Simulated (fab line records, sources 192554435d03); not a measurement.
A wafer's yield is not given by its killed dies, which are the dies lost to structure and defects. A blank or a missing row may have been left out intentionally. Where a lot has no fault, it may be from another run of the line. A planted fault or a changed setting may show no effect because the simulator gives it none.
Split-lot experiment / flow n5Finfet / 21 wafers read from 7 lots, route of 1938 steps

## THE SPLIT
At N5_BEOL_M5_ETCH_72 (etches underlayer in N2/H2, target depth 6.5 nm, time 5.2 s), the setting biasW was moved away from the recipe's 150 W on 7 of the 21 wafers read, by -15.3% to +17.2%. All remaining wafers had this setting at the recipe value.

The split's own step is where the reading is taken.

## THE READING
rfVppV, in V, at N5_BEOL_M5_ETCH_72 (etches underlayer in N2/H2, target depth 6.5 nm, time 5.2 s). Fault-free wafers of this fab line usually give 523 V, standard deviation 3.1 V.

wafer=L077.4; tool, chamber at the split=rieDiel-04, 1; biasW as run, W=136.7; against the recipe=-8.9%; rfVppV, V=492; against lot-mates on the recipe=-29
wafer=L077.5; tool, chamber at the split=rieDiel-04, 1; biasW as run, W=150; against the recipe=recipe; rfVppV, V=521; against lot-mates on the recipe=-
wafer=L077.6; tool, chamber at the split=rieDiel-04, 2; biasW as run, W=136.7; against the recipe=-8.9%; rfVppV, V=499; against lot-mates on the recipe=-22
wafer=L082.3; tool, chamber at the split=rieDiel-04, 0; biasW as run, W=150; against the recipe=recipe; rfVppV, V=523; against lot-mates on the recipe=-
wafer=L082.4; tool, chamber at the split=rieDiel-04, 2; biasW as run, W=150; against the recipe=recipe; rfVppV, V=526; against lot-mates on the recipe=-
wafer=L082.5; tool, chamber at the split=rieDiel-04, 3; biasW as run, W=150; against the recipe=recipe; rfVppV, V=523; against lot-mates on the recipe=-
wafer=L084.2; tool, chamber at the split=rieDiel-06, 0; biasW as run, W=150; against the recipe=recipe; rfVppV, V=524; against lot-mates on the recipe=-
wafer=L084.4; tool, chamber at the split=rieDiel-06, 2; biasW as run, W=175.8; against the recipe=+17.2%; rfVppV, V=581; against lot-mates on the recipe=+57
wafer=L084.5; tool, chamber at the split=rieDiel-06, 2; biasW as run, W=175.8; against the recipe=+17.2%; rfVppV, V=580; against lot-mates on the recipe=+56
wafer=L089.2; tool, chamber at the split=rieDiel-04, 0; biasW as run, W=157.8; against the recipe=+5.2%; rfVppV, V=538; against lot-mates on the recipe=+13
wafer=L089.4; tool, chamber at the split=rieDiel-04, 0; biasW as run, W=150; against the recipe=recipe; rfVppV, V=520; against lot-mates on the recipe=-
wafer=L089.6; tool, chamber at the split=rieDiel-04, 1; biasW as run, W=150; against the recipe=recipe; rfVppV, V=530; against lot-mates on the recipe=-
wafer=L093.1; tool, chamber at the split=rieDiel-02, 3; biasW as run, W=150; against the recipe=recipe; rfVppV, V=523; against lot-mates on the recipe=-
wafer=L093.2; tool, chamber at the split=rieDiel-02, 0; biasW as run, W=150; against the recipe=recipe; rfVppV, V=526; against lot-mates on the recipe=-
wafer=L093.4; tool, chamber at the split=rieDiel-02, 1; biasW as run, W=127; against the recipe=-15.3%; rfVppV, V=467; against lot-mates on the recipe=-58
wafer=L096.2; tool, chamber at the split=rieDiel-04, 2; biasW as run, W=130.2; against the recipe=-13.2%; rfVppV, V=479; against lot-mates on the recipe=-47
wafer=L096.5; tool, chamber at the split=rieDiel-04, 1; biasW as run, W=150; against the recipe=recipe; rfVppV, V=528; against lot-mates on the recipe=-
wafer=L096.6; tool, chamber at the split=rieDiel-04, 0; biasW as run, W=150; against the recipe=recipe; rfVppV, V=524; against lot-mates on the recipe=-
wafer=L097.1; tool, chamber at the split=rieDiel-06, 2; biasW as run, W=150; against the recipe=recipe; rfVppV, V=524; against lot-mates on the recipe=-
wafer=L097.2; tool, chamber at the split=rieDiel-06, 3; biasW as run, W=150; against the recipe=recipe; rfVppV, V=520; against lot-mates on the recipe=-
wafer=L097.5; tool, chamber at the split=rieDiel-06, 2; biasW as run, W=150; against the recipe=recipe; rfVppV, V=526; against lot-mates on the recipe=-

FIT RESULTS
A straight line over all 21 wafers: rfVppV changes by +3.36 V for each +1% of biasW; r = +0.99; the points scatter about the line by 3.1 V.
The same after taking each lot's own level away (the mean of its wafers on the recipe; 21 wafers): +3.34 V for each +1%; r = +0.99; scatter 3.3 V.
According to that fit, moving biasW by its largest amount changes the reading by 58 V.
The span of the lots' own levels, 521.0 to 526.0 V, comes to 1.6 times the standard deviation stated above.
Hence the lot-to-lot level has little effect on the slope; both slopes agree.
Check: with one of the wafers moved furthest among these (+17.2%) left out of the fit, the line predicts +57.2 V for it against its lot-mates. It came out at +57 V against them.
Tool readings at the split's step, against how far the setting was moved: etchRfOnTimeS r = -0.88; rfVppV r = +0.99.

## ADDITIONAL SPLITS CARRIED BY THESE WAFERS
Note: prior to the reading, these wafers also went through further splits. Each is held against what the fit with the lots' levels taken away leaves over:
other split on the same wafers=N5_BEOL_M4_COAT_05 spinRpm; wafers away from the commonest value=3; r with rfVppV (lot level and that fit taken away)=+0.50
other split on the same wafers=N5_BEOL_M4_DESCUM_16 timeS; wafers away from the commonest value=5; r with rfVppV (lot level and that fit taken away)=-0.23
other split on the same wafers=N5_BEOL_M5_ILD_DEP_00 timeS; wafers away from the commonest value=4; r with rfVppV (lot level and that fit taken away)=-0.10

## THE WHOLE CHAIN: every reading that the file lists as answering this split, in the file's order
step=N5_BEOL_M5_ETCH_72; what it does=etches underlayer in N2/H2, target depth 6.5 nm, time 5.2 s; reading=etchRfOnTimeS; change (the file's fit)=withheld for each +1% of the setting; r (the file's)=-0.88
step=N5_BEOL_M5_ETCH_72; what it does=etches underlayer in N2/H2, target depth 6.5 nm, time 5.2 s; reading=rfVppV; change (the file's fit)=+3.41 V for each +1% of the setting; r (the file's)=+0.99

## THE FILE'S OWN FIT
rfVppV changes by +3.41 V for each +1% of biasW, r = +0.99.
